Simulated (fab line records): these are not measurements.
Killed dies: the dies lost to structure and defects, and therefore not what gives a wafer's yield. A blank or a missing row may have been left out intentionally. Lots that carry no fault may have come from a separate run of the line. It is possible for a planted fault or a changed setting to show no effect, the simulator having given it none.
Matching of chambers :: flow nand_harc :: 3 sister chambers for NHARC_A_CONTACT_DEP_58 on pecvd-01
The step deposits SiON, target thk 60 nm. 3 wafers are shown with their chamber, then 9 later ones without.

WAFERS, EACH WITH ITS CHAMBER
wafer: L091.4
chamber: 1
heater_power_w (W): 801

wafer: L091.5
chamber: 2
heater_power_w (W): 765

wafer: L091.6
chamber: 0
heater_power_w (W): 766

WAFERS MISSING THEIR CHAMBER
wafer: L090.3
heater_power_w (W): 733

wafer: L090.5
heater_power_w (W): 742

wafer: L090.6
heater_power_w (W): 834

wafer: L092.3
heater_power_w (W): 742

wafer: L092.4
heater_power_w (W): 739

wafer: L092.6
heater_power_w (W): 688

wafer: L093.1
heater_power_w (W): 783

wafer: L093.3
heater_power_w (W): 726

wafer: L093.4
heater_power_w (W): 779

WHICH CHAMBER EACH WENT THROUGH
wafer: L090.3
from the rows above: can't be placed: 2 or 0 or 1
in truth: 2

wafer: L090.5
from the rows above: can't be placed: 2 or 0 or 1
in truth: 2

wafer: L090.6
from the rows above: can't be placed: 1 or 0 or 2
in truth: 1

wafer: L092.3
from the rows above: can't be placed: 2 or 0 or 1
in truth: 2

wafer: L092.4
from the rows above: can't be placed: 2 or 0 or 1
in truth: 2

wafer: L092.6
from the rows above: can't be placed: 2 or 0 or 1
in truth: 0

wafer: L093.1
from the rows above: can't be placed: 0 or 1 or 2
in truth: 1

wafer: L093.3
from the rows above: can't be placed: 2 or 0 or 1
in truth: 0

wafer: L093.4
from the rows above: can't be placed: 0 or 2 or 1
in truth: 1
Correctly placed: 0 of 9. Can't be placed from these rows: 9 (the true chamber is among the candidates in 9). Wrongly placed: 0.
How it was worked out, from the rows above alone: a wafer's distance from a chamber is the root of the sum, over the readings, of the square of ((its reading less the chamber's mean) divided by the reading's scatter). If the next closest chamber is less than 2 further off than the closest, the wafer can't be placed; otherwise it belongs to the closest. The mean given for a chamber averages the wafers shown for that chamber. The scatter (one wafer shown for each chamber): square how far every hidden wafer sits from the nearest shown wafer, average those squares and take the square root.
